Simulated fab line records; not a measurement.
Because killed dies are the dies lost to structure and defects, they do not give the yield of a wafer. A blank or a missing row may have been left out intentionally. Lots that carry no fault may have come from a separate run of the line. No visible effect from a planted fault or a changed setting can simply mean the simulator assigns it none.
fab line records	flow n5-finfet
[record] lots = 7	wafers = 21
route steps=1938 shown BEOL_M0_SAQP@643 BEOL_M2@857 BEOL_M3@950 BEOL_M4@1026 BEOL_M5@1139
start-h: hours from the record's opening day to when the first of the lot's shown wafers began	wait-h: how many hours have passed since the lot's step before this one	" identical to the entry in the row above	L1.1+2: a row that stands for several wafers	- no value, or no start given	* or withheld: withheld	< > ~ a bound
route shown NAME@n: a module of which the file shows steps, and the number in the route of the first	usual: mean and standard deviation over wafers with no fault	same: alike in all rows	chamber/n: place in a boat	sites: per-site readings	_std_site: standard deviation of those values	_edge_site: mean of outer sites minus mean of inner sites	radius-mm: how far each site lies from the wafer's centre	mask NAME#n: copy n	behind: the tool/chamber that last shaped the wafer	hold: what put the lot on hold/how long, in hours/how the hold closed	device: transistor that didn't switch, given as n, p or np	end of line: at the end of the route, the tests of the same wafers	a step without rows: its recipe alone	killed: dies that structure and defects cost at the first sort, which is not the same as the wafer's yield	map: shows each die of a wafer: x if killed, . if not, _ if none is there
set.NAME: the run value of the setting; set.NAME@STEP: its run value at that earlier step	model.NAME: the simulator's own value behind a step, which no gauge read
lots with deliberately changed settings; one table per step, one row per wafer
[[steps]]
[step N5_BEOL_M0_SAQP_COAT_08]
[recipe] resist = CAR-ArF	spin-rpm = 1500	resist-thk-nm = 90
lot.wafer	tool	chamber	start-h	wait-h	set.spin-rpm	model.CAR-ArF_of_BEOL_M0_SAQP_COAT_08.thk-nm
L077.1+3	litho-track-04	0	-	-	1500	90
L077.2	"	0	"	"	1500	89.8
L082.2+3	litho-track-01	0	-	-	1500	90
L082.6	"	0	"	"	1500	90.2
L084.3+5+6	litho-track-03	0	-	-	1500	89.8
L085.1	litho-track-04	0	-	-	1500	90
L085.5+6	"	0	"	"	1500	89.8
L087.2	litho-track-04	0	-	-	1500	90
L087.3	"	0	"	"	1373	94.2
L087.6	"	0	"	"	1500	89.8
L089.2	litho-track-01	0	-	-	1500	90
L089.5	"	0	"	"	1334	95.4
L089.6	"	0	"	"	1334	95.6
L093.2+3+6	litho-track-01	0	-	-	1500	89.8
[step N5_BEOL_M0_SAQP_EBR_10]
[recipe] solvent = PGMEA	ebr-width-mm = 1.5
[step N5_BEOL_M0_SAQP_SOFTBAKE_09]
[recipe] temp-c = 110	time-s = 60	resist = CAR-ArF
[step N5_BEOL_M0_SAQP_EXPOSE_11]
[recipe] mask-id = M0_CORE	na = 1.35	source-shape = dipole	sigma-inner = 0.538	sigma-outer = 0.738	polarization = te	target-cd-nm = 42	dose-mj = 55
[step N5_BEOL_M0_SAQP_PEB_12]
[recipe] peb-temp-c = withheld	peb-time-s = 60	resist = CAR-ArF
[step N5_BEOL_M0_SAQP_DEVELOP_13]
[recipe] develop-time-s = 30	developer = TMAH	resist = CAR-ArF	dev-temp-c = 23	rinse-liquid = diw	dry = air-spin
lot.wafer	tool	chamber	start-h	wait-h	set.spin-rpm@BEOL_M0_SAQP_COAT_08	model.CAR-ArF_of_BEOL_M0_SAQP_COAT_08.thk-nm
L077.1	litho-track-01	0	-	-	1500	88.4
L077.2	"	0	"	"	1500	88
L077.3	"	0	"	"	1500	88.2
L082.2+3+6	litho-track-04	0	-	-	1500	88.4
L084.3+5+6	litho-track-01	0	-	-	1500	88
L085.1+5+6	litho-track-01	0	-	-	1500	88.2
L087.2+6	litho-track-03	0	-	-	1500	88.2
L087.3	"	0	"	"	1373	92.6
L089.2	litho-track-03	0	-	-	1500	88.4
L089.5	"	0	"	"	1334	93.8
L089.6	"	0	"	"	1334	94
L093.2+3+6	litho-track-03	0	-	-	1500	88.2
[step N5_BEOL_M0_SAQP_DESCUM_19]
[recipe] chemistry = O2	time-s = 7.9	source-power-w = 50	bias-power-w = 20	pressure-mtorr = 20	rf-frequency-hz = 2.712e+07	temp-c = 40	resist = CAR-ArF	o2-flow-sccm = 225
lot.wafer	tool	chamber	start-h	wait-h	set.spin-rpm@BEOL_M0_SAQP_COAT_08	model.CAR-ArF_of_BEOL_M0_SAQP_COAT_08.thk-nm
L077.1	rie-diel-06	0	131.37	0.0	1500	83.6
L077.2	"	1	"	"	1500	83.2
L077.3	"	2	"	"	1500	83.4
L082.2+3	rie-diel-06	3,1	157.04	0.1	1500	83.4
L082.6	"	3	"	"	1500	83.6
L084.3+5+6	rie-diel-06	0,1,0	171.32	0.0	1500	83.2
L085.1	rie-diel-05	3	181.87	0.7	1500	83.6
L085.5	"	3	"	"	1500	83.4
L085.6	"	2	"	"	1500	83.2
L087.2	rie-diel-02	2	188.47	0.0	1500	83.4
L087.3	"	3	"	"	1373	87.8
L087.6	"	1	"	"	1500	83.2
L089.2	rie-diel-05	2	199.90	0.0	1500	83.4
L089.5+6	"	3,2	"	"	1334	89
L093.2+3	rie-diel-02	3,2	224.23	0.9	1500	83.4
L093.6	"	0	"	"	1500	83.2
[step N5_BEOL_M0_SAQP_ETCH_83]
[recipe] chemistry = CF4	target = SiARC	target-depth-a = 390	mask-material = CAR-ArF	time-s = 65	ion-energy-ev = 80	pressure-mtorr = 40	source-w = 545	bias-w = 36	Ar_flow_sccm = 100	cf4-flow-sccm = 100	ends = cleared
[step N5_BEOL_M0_SAQP_ETCH_84]
[recipe] chemistry = N2/H2	target = SOC	target-depth-a = 1000	overetch-a = 200	mask-material = SiARC	temp-c = 40	time-s = 150	ion-energy-ev = 200	pressure-mtorr = 30	source-w = 840	bias-w = 150	n2-flow-sccm = 200	h2-flow-sccm = 200
[step N5_BEOL_M0_SAQP_ETCH_107]
[recipe] chemistry = CH3F/O2	target = SiNx	target-depth-a = 300	mask-material = SOC	pressure-mtorr = 30	source-w = 395	bias-w = 73	Ar_flow_sccm = 150	CH3F_flow_sccm = 30	O2_flow_sccm = 20	ion-energy-ev = 120
[step N5_BEOL_M0_SAQP_STRIP_108]
[recipe] chemistry = N2/H2	power-w = 500	temp-c = 40	pressure-mtorr = 50	rf-frequency-hz = 6e+07	overash-fraction = 0.3	bias-power-w = 28	h2-frac = 0.5	n2-flow-sccm = 300	h2-flow-sccm = 300
[step N5_BEOL_M0_SAQP_RECESS_109]
[recipe] chemistry = HF/NH3	target = SiO2	target-depth-a = 30	afs-cycles = 1	temp-c = 30	sublimation-temp-c = 180	sublimation-time-s = 60
lot.wafer	tool	chamber	start-h	wait-h	set.time-s@BEOL_M0_SAQP_PECVD_03	model.SiCN_of_BEOL_M0_SAQP_PECVD_03.thk-nm
L077.1	vapor-etch-02	0	134.04	0.0	21.1	8.6
L077.2	"	1	"	"	21.1	8.2
L077.3	"	1	"	"	21.1	8
L082.2	vapor-etch-01	1	159.62	0.0	21.1	8.6
L082.3	"	0	"	"	23.79	10.4
L082.6	"	1	"	"	21.1	9
L084.3	vapor-etch-01	1	173.90	0.1	23.75	9.4
L084.5	"	0	"	"	23.75	10.2
L084.6	"	1	"	"	23.75	9.6
L085.1+5	vapor-etch-01	0	184.45	0.0	21.1	8.6
L085.6	"	1	"	"	21.1	8.8
L087.2+6	vapor-etch-01	1	191.32	0.0	21.1	8.4
L087.3	"	0	"	"	21.1	8.2
L089.2	vapor-etch-02	1	204.54	0.0	21.89	9
L089.5	"	0	"	"	21.1	8.8
L089.6	"	1	"	"	21.1	8.2
L093.2	vapor-etch-01	1	227.20	0.0	19.5	7.2
L093.3	"	0	"	"	21.1	8.6
L093.6	"	1	"	"	21.1	8.4
[step N5_BEOL_M2_DESCUM_16]
[recipe] chemistry = O2	time-s = 7	source-power-w = 50	bias-power-w = 20	pressure-mtorr = 20	rf-frequency-hz = 2.712e+07	temp-c = 40	resist = CAR-EUV	o2-flow-sccm = 225
lot.wafer	tool	chamber	start-h	wait-h	set.time-s	model.CAR-EUV_of_BEOL_M2_COAT_05.thk-nm
L077.1	rie-diel-03	1	157.26	0.2	7	25.8
L077.2+3	"	3,0	"	"	7	26
L082.2+3	rie-diel-04	1,2	183.77	0.0	5.71	26.6
L082.6	"	3	"	"	7	26
L084.3	rie-diel-03	3	193.61	0.2	7.976	25.6
L084.5	"	3	"	"	7	26
L084.6	"	2	"	"	7	26.2
L085.1+6	rie-diel-03	2,1	210.06	0.0	5.566	26.6
L085.5	"	2	"	"	7	26
L087.2	rie-diel-03	2	215.38	0.0	8.012	25.6
L087.3+6	"	1,3	"	"	7	26
L089.2+5	rie-diel-01	3,1	225.93	0.0	7	26
L089.6	"	2	"	"	7.668	25.6
L093.2+3	rie-diel-01	1,3	249.11	0.0	8.131	25.6
L093.6	"	3	"	"	7	26
[step N5_BEOL_M2_ETCH_64]
[recipe] chemistry = N2/H2	target = SOC	target-depth-a = 750	overetch-a = 225	mask-material = SiARC	temp-c = 40	time-s = 121.9	ion-energy-ev = 200	pressure-mtorr = 30	source-w = 840	bias-w = 150	n2-flow-sccm = 200	h2-flow-sccm = 200
[usual] rf-vpp-V = 523.6/1.8
lot.wafer	tool	chamber	start-h	wait-h	set.source-w	rf-vpp-V
L077.1	rie-diel-03	1	157.34	0.0	840	526.5
L077.2	"	3	"	"	840	522.8
L077.3	"	0	"	"	840	524.7
L082.2	rie-diel-04	1	183.85	0.0	840	521.6
L082.3	"	2	"	"	928.6	505.3
L082.6	"	3	"	"	928.6	503.7
L084.3	rie-diel-03	3	193.68	0.0	840	522.4
L084.5	"	3	"	"	840	523.2
L084.6	"	2	"	"	840	525.0
L085.1	rie-diel-03	2	210.14	0.0	840	525.5
L085.5	"	2	"	"	763.1	542.1
L085.6	"	1	"	"	763.1	542.1
L087.2	rie-diel-03	2	215.46	0.0	840	524.0
L087.3	"	1	"	"	689.8	560.4
L087.6	"	3	"	"	689.8	557.9
L089.2	rie-diel-01	3	226.01	0.0	983.3	499.1
L089.5	"	1	"	"	983.3	498.7
L089.6	"	2	"	"	983.3	496.4
L093.2	rie-diel-01	1	249.19	0.0	890.9	515.8
L093.3	"	3	"	"	840	526.7
L093.6	"	3	"	"	840	527.6
[step N5_BEOL_M3_ETCH_64]
[recipe] chemistry = N2/H2	target = SOC	target-depth-a = 750	overetch-a = 150	mask-material = SiARC	temp-c = 40	time-s = 112.5	ion-energy-ev = 200	pressure-mtorr = 30	source-w = 840	bias-w = 150	n2-flow-sccm = 200	h2-flow-sccm = 200
lot.wafer	tool	chamber	start-h	wait-h	set.time-s	model.SiARC_of_BEOL_M3_COAT_62.thk-nm
L077.1	rie-diel-02	0	169.93	0.0	112.5	7
L077.2	"	1	"	"	112.5	6.6
L077.3	"	2	"	"	112.5	6.8
L082.2	rie-diel-05	1	196.08	0.0	112.5	6.6
L082.3	"	2	"	"	135.9	5.8
L082.6	"	2	"	"	112.5	7
L084.3+6	rie-diel-02	3	204.48	0.0	112.5	6.6
L084.5	"	0	"	"	131	6.2
L085.1	rie-diel-05	1	224.15	0.0	128.4	6
L085.5	"	0	"	"	128.4	5.8
L085.6	"	3	"	"	128.4	6.4
L087.2	rie-diel-05	2	231.69	0.0	112.5	7
L087.3+6	"	0,1	"	"	123.1	6
L089.2	rie-diel-02	3	244.02	0.0	136.2	5.4
L089.5	"	0	"	"	112.5	7
L089.6	"	1	"	"	136.2	5.6
L093.2	rie-diel-06	1	263.38	0.0	112.5	6.8
L093.3	"	3	"	"	88.93	7.8
L093.6	"	2	"	"	112.5	7
[step N5_BEOL_M3_STRIP_65]
[recipe] chemistry = N2/H2	temp-c = 40	n2-flow-sccm = 200	h2-flow-sccm = 200	rf-frequency-hz = 6e+07
[step N5_BEOL_M3_STRIP_75]
[recipe] chemistry = N2/H2	temp-c = 40	n2-flow-sccm = 200	h2-flow-sccm = 200	rf-frequency-hz = 6e+07
[step N5_BEOL_M3_STRIP_66]
[recipe] chemistry = CF4	resist = SiARC	power-w = 300	bias-power-w = 75	pressure-mtorr = 50	cf4-flow-sccm = 150	rf-frequency-hz = 6e+07
[step N5_BEOL_M3_HM_OPEN_17]
[recipe] chemistry = Cl2/BCl3	target-depth-a = 200	overetch-a = 60	target = TiN	mask-material = SOC	ion-energy-ev = 150	pressure-mtorr = 10	icp-w = 1000	bias-w = 126	Cl2_flow_sccm = 53.25	bcl3-flow-sccm = 21.75	Ar_flow_sccm = 25
lot.wafer	tool	chamber	start-h	wait-h	set.time-s@BEOL_M3_ETCH_64	model.etch.depth-nm
L077.1	rie-metal-03	1	170.10	0.0	112.5	19.98
L077.2	"	0	"	"	112.5	19.74
L077.3	"	0	"	"	112.5	20.06
L082.2	rie-metal-03	0	196.27	0.1	112.5	20.54
L082.3	"	0	"	"	135.9	18.01
L082.6	"	0	"	"	112.5	20.51
L084.3	rie-metal-01	0	204.68	0.1	112.5	20.56
L084.5	"	1	"	"	131	18.19
L084.6	"	0	"	"	112.5	20.23
L085.1	rie-metal-01	0	224.31	0.0	128.4	18.37
L085.5	"	1	"	"	128.4	18.12
L085.6	"	0	"	"	128.4	18.22
L087.2	rie-metal-03	1	231.88	0.1	112.5	20.42
L087.3	"	1	"	"	123.1	18.9
L087.6	"	1	"	"	123.1	18.72
L089.2	rie-metal-01	0	244.19	0.0	136.2	17.89
L089.5	"	0	"	"	112.5	20.2
L089.6	"	1	"	"	136.2	17.87
L093.2	rie-metal-02	0	263.55	0.0	112.5	19.93
L093.3	"	0	"	"	88.93	20.2
L093.6	"	1	"	"	112.5	19.91
[step N5_BEOL_M3_COAT_76]
[recipe] resist = underlayer	temp-c = 205	time-s = 60	spin-rpm = 1500	resist-thk-nm = 5
lot.wafer	tool	chamber	start-h	wait-h	set.spin-rpm
L077.1+2+3	litho-track-01	0	-	-	1500
L082.2+3	litho-track-02	0	-	-	1350
L082.6	"	0	"	"	1500
L084.3+6	litho-track-02	0	-	-	1604
L084.5	"	0	"	"	1500
L085.1+5+6	litho-track-05	0	-	-	1500
L087.2+3+6	litho-track-01	0	-	-	1500
L089.2+6	litho-track-05	0	-	-	1663
L089.5	"	0	"	"	1500
L093.2+6	litho-track-05	0	-	-	1606
L093.3	"	0	"	"	1500
[step N5_BEOL_M3_COAT_22]
[recipe] resist = CAR-EUV	spin-rpm = 1500	resist-thk-nm = 30
[step N5_BEOL_M3_EBR_24]
[recipe] solvent = PGMEA	ebr-width-mm = 1.5
[step N5_BEOL_M3_DESCUM_33]
[recipe] chemistry = O2	time-s = 7	source-power-w = 50	bias-power-w = 20	pressure-mtorr = 20	rf-frequency-hz = 2.712e+07	temp-c = 40	resist = CAR-EUV	o2-flow-sccm = 225
[step N5_BEOL_M3_ETCH_77]
[recipe] chemistry = N2/H2	target = underlayer	target-depth-a = 65	mask-material = CAR-EUV	time-s = 5.2	ion-energy-ev = 200	pressure-mtorr = 30	source-w = 840	bias-w = 150	n2-flow-sccm = 200	h2-flow-sccm = 200	ends = cleared
lot.wafer	tool	chamber	start-h	wait-h	set.spin-rpm@BEOL_M3_COAT_76	model.etch.depth-nm
L077.1	rie-diel-06	1	170.77	0.0	1500	4.997
L077.2	"	0	"	"	1500	5.001
L077.3	"	3	"	"	1500	5.016
L082.2	rie-diel-06	3	197.01	0.0	1350	5.229
L082.3	"	0	"	"	1350	5.225
L082.6	"	1	"	"	1500	4.947
L084.3	rie-diel-06	2	205.57	0.0	1604	4.83
L084.5	"	3	"	"	1500	4.976
L084.6	"	2	"	"	1604	4.825
L085.1	rie-diel-05	2	226.14	0.0	1500	5.031
L085.5	"	3	"	"	1500	5.019
L085.6	"	0	"	"	1500	5.041
L087.2	rie-diel-05	0	232.74	0.0	1500	5.012
L087.3	"	3	"	"	1500	5.006
L087.6	"	0	"	"	1500	5.007
L089.2	rie-diel-02	1	245.46	0.0	1663	4.767
L089.5	"	1	"	"	1500	4.996
L089.6	"	3	"	"	1663	4.763
L093.2	rie-diel-05	1	265.12	0.0	1606	4.848
L093.3	"	2	"	"	1500	5.011
L093.6	"	3	"	"	1606	4.84
[step N5_BEOL_M4_COAT_62]
[recipe] resist = SiARC	temp-c = 220	time-s = 60	spin-rpm = 1500	resist-thk-nm = 12
lot.wafer	tool	chamber	start-h	wait-h	set.spin-rpm	model.SiARC_of_BEOL_M4_COAT_62.thk-nm
L077.1+2+3	litho-track-03	0	-	-	1500	12
L082.2+3+6	litho-track-01	0	-	-	1500	12
L084.3	litho-track-03	0	-	-	1500	12
L084.5+6	"	0	"	"	1337	12.6
L085.1+5+6	litho-track-01	0	-	-	1500	12
L087.2+3+6	litho-track-04	0	-	-	1500	12
L089.2	litho-track-03	0	-	-	1424	12.4
L089.5	"	0	"	"	1500	12
L089.6	"	0	"	"	1424	12.2
L093.2+3+6	litho-track-01	0	-	-	1500	12
[step N5_BEOL_M4_COAT_73]
[recipe] resist = underlayer	temp-c = 205	time-s = 60	spin-rpm = 1500	resist-thk-nm = 5
lot.wafer	tool	chamber	start-h	wait-h	set.spin-rpm
L077.1+2+3	litho-track-03	0	-	-	1500
L082.2	litho-track-01	0	-	-	1500
L082.3+6	"	0	"	"	1581
L084.3	litho-track-03	0	-	-	1500
L084.5+6	"	0	"	"	1577
L085.1+6	litho-track-01	0	-	-	1426
L085.5	"	0	"	"	1500
L087.2+6	litho-track-04	0	-	-	1591
L087.3	"	0	"	"	1500
L089.2+5+6	litho-track-03	0	-	-	1349
L093.2+3	litho-track-01	0	-	-	1500
L093.6	"	0	"	"	1623
[step N5_BEOL_M4_COAT_05]
[recipe] resist = CAR-EUV	spin-rpm = 1500	resist-thk-nm = 30
[step N5_BEOL_M4_EBR_07]
[recipe] solvent = PGMEA	ebr-width-mm = 1.5
[step N5_BEOL_M4_DESCUM_16]
[recipe] chemistry = O2	time-s = 7	source-power-w = 50	bias-power-w = 20	pressure-mtorr = 20	rf-frequency-hz = 2.712e+07	temp-c = 40	resist = CAR-EUV	o2-flow-sccm = 225
[step N5_BEOL_M4_ETCH_74]
[recipe] chemistry = N2/H2	target = underlayer	target-depth-a = 65	mask-material = CAR-EUV	time-s = 5.2	ion-energy-ev = 200	pressure-mtorr = 30	source-w = 840	bias-w = 150	n2-flow-sccm = 200	h2-flow-sccm = 200	ends = cleared
lot.wafer	tool	chamber	start-h	wait-h	set.spin-rpm@BEOL_M4_COAT_73	model.CAR-EUV_of_BEOL_M4_COAT_05.thk-nm	model.etch.depth-nm
L077.1	rie-diel-03	2	184.34	0.0	1500	20.2	4.981
L077.2	"	3	"	"	1500	20.2	4.989
L077.3	"	0	"	"	1500	20.2	4.984
L082.2	rie-diel-04	1	205.61	0.0	1500	20.4	5
L082.3	"	3	"	"	1581	20.6	4.886
L082.6	"	3	"	"	1581	20.6	4.884
L084.3	rie-diel-04	0	216.51	0.0	1500	20.2	4.982
L084.5	"	3	"	"	1577	20.4	4.87
L084.6	"	0	"	"	1577	20.4	4.861
L085.1	rie-diel-01	1	232.39	0.0	1426	20.4	5.128
L085.5	"	1	"	"	1500	20.6	5.007
L085.6	"	0	"	"	1426	20.4	5.139
L087.2	rie-diel-03	0	244.67	0.0	1591	20.6	4.846
L087.3	"	2	"	"	1500	20.4	4.986
L087.6	"	1	"	"	1591	20.4	4.852
L089.2	rie-diel-03	1	252.24	0.0	1349	19.8	5.256
L089.5	"	1	"	"	1349	19.8	5.244
L089.6	"	0	"	"	1349	19.8	5.251
L093.2	rie-diel-01	3	286.12	0.0	1500	20.4	5.003
L093.3	"	0	"	"	1500	20.4	5.005
L093.6	"	2	"	"	1623	20.6	4.826
[step N5_BEOL_M4_ETCH_63]
[recipe] chemistry = CF4	target = SiARC	target-depth-a = 156	mask-material = CAR-EUV	time-s = 26	ion-energy-ev = 80	pressure-mtorr = 40	source-w = 545	bias-w = 36	Ar_flow_sccm = 100	cf4-flow-sccm = 100	ends = cleared
lot.wafer	tool	chamber	start-h	wait-h	set.spin-rpm@BEOL_M4_COAT_62	model.etch.depth-nm
L077.1	rie-diel-03	2	184.35	0.0	1500	11.96
L077.2	"	3	"	"	1500	11.95
L077.3	"	0	"	"	1500	11.91
L082.2	rie-diel-04	1	205.63	0.0	1500	12.06
L082.3	"	3	"	"	1500	12.08
L082.6	"	3	"	"	1500	12.07
L084.3	rie-diel-04	0	216.52	0.0	1500	11.97
L084.5+6	"	3,0	"	"	1337	12.68
L085.1	rie-diel-01	1	232.41	0.0	1500	11.95
L085.5	"	1	"	"	1500	11.94
L085.6	"	0	"	"	1500	11.99
L087.2+3	rie-diel-03	0,2	244.69	0.0	1500	12
L087.6	"	1	"	"	1500	12.02
L089.2	rie-diel-03	1	252.26	0.0	1424	12.3
L089.5	"	1	"	"	1500	12.03
L089.6	"	0	"	"	1424	12.28
L093.2+3	rie-diel-01	3,0	286.14	0.0	1500	11.98
L093.6	"	2	"	"	1500	11.96
[step N5_BEOL_M5_COAT_65]
[recipe] resist = SOC	temp-c = 250	time-s = 60	spin-rpm = 1500	resist-thk-nm = 60
lot.wafer	tool	chamber	start-h	wait-h	set.spin-rpm	model.SOC_of_BEOL_M5_COAT_65.thk-nm
L077.1+2	litho-track-04	0	199.63	0.1	1500	59.8
L077.3	"	0	"	"	1500	60
L082.2+6	litho-track-05	0	223.56	7.3	1445	61.2
L082.3	"	0	"	"	1500	60.2
L084.3+6	litho-track-02	0	234.20	2.4	1413	62
L084.5	"	0	"	"	1500	60.2
L085.1	litho-track-05	0	249.72	1.0	1363	63.2
L085.5+6	"	0	"	"	1500	60.2
L087.2+6	litho-track-02	0	261.25	1.1	1500	59.8
L087.3	"	0	"	"	1500	60
L089.2	litho-track-02	0	270.04	0.4	1500	60.2
L089.5	"	0	"	"	1445	61
L089.6	"	0	"	"	1500	59.8
L093.2+6	litho-track-02	0	296.63	0.1	1343	63.4
L093.3	"	0	"	"	1500	59.8
[[key]]
[split] step = N5_BEOL_M0_SAQP_COAT_08	setting = spin-rpm	stated = 1500	by = wafer
[response] step = N5_BEOL_M0_SAQP_COAT_08	reading = model.CAR-ArF_of_BEOL_M0_SAQP_COAT_08.thk-nm	change = -0.501	per = 1%	r = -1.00
[response] step = N5_BEOL_M0_SAQP_DEVELOP_13	reading = model.CAR-ArF_of_BEOL_M0_SAQP_COAT_08.thk-nm	change = -0.505	per = 1%	r = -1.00
[response] step = N5_BEOL_M0_SAQP_DESCUM_19	reading = model.CAR-ArF_of_BEOL_M0_SAQP_COAT_08.thk-nm	change = -0.515	per = 1%	r = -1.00
[split] step = N5_BEOL_M2_DESCUM_16	setting = time-s	stated = 7	by = wafer
[response] step = N5_BEOL_M2_DESCUM_16	reading = model.CAR-EUV_of_BEOL_M2_COAT_05.thk-nm	change = -0.0306	per = 1%	r = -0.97
[split] step = N5_BEOL_M2_ETCH_64	setting = source-w	stated = 840	by = wafer
[response] step = N5_BEOL_M2_ETCH_64	reading = rf-vpp-V	change = -1.87	per = 1%	r = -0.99
[split] step = N5_BEOL_M3_ETCH_64	setting = time-s	stated = 112.5	by = wafer
[response] step = N5_BEOL_M3_ETCH_64	reading = model.SiARC_of_BEOL_M3_COAT_62.thk-nm	change = -0.0521	per = 1%	r = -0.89
[response] step = N5_BEOL_M3_HM_OPEN_17	reading = model.etch.depth-nm	shape = bent	at-lowest = 20.2	at-stated = 20.19	at-highest = 17.88
[split] step = N5_BEOL_M3_COAT_76	setting = spin-rpm	stated = 1500	by = wafer
[response] step = N5_BEOL_M3_ETCH_77	reading = model.etch.depth-nm	change = -0.0238	per = 1%	r = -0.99
[split] step = N5_BEOL_M4_COAT_62	setting = spin-rpm	stated = 1500	by = wafer
[response] step = N5_BEOL_M4_COAT_62	reading = model.SiARC_of_BEOL_M4_COAT_62.thk-nm	change = -0.0559	per = 1%	r = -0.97
[response] step = N5_BEOL_M4_ETCH_63	reading = model.etch.depth-nm	change = -0.063	per = 1%	r = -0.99
[split] step = N5_BEOL_M4_COAT_73	setting = spin-rpm	stated = 1500	by = wafer
[response] step = N5_BEOL_M4_ETCH_74	reading = model.CAR-EUV_of_BEOL_M4_COAT_05.thk-nm	change = +0.029	per = 1%	r = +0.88
[response] step = N5_BEOL_M4_ETCH_74	reading = model.etch.depth-nm	change = -0.0224	per = 1%	r = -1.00
[split] step = N5_BEOL_M5_COAT_65	setting = spin-rpm	stated = 1500	by = wafer
[response] step = N5_BEOL_M5_COAT_65	reading = model.SOC_of_BEOL_M5_COAT_65.thk-nm	change = -0.327	per = 1%	r = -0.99
split outside-this-file step=N5_BEOL_M0_SAQP_PECVD_03 setting=time-s
// split outside-this-file: this setting was split too, and the file shows its column; the key of that split is in another file
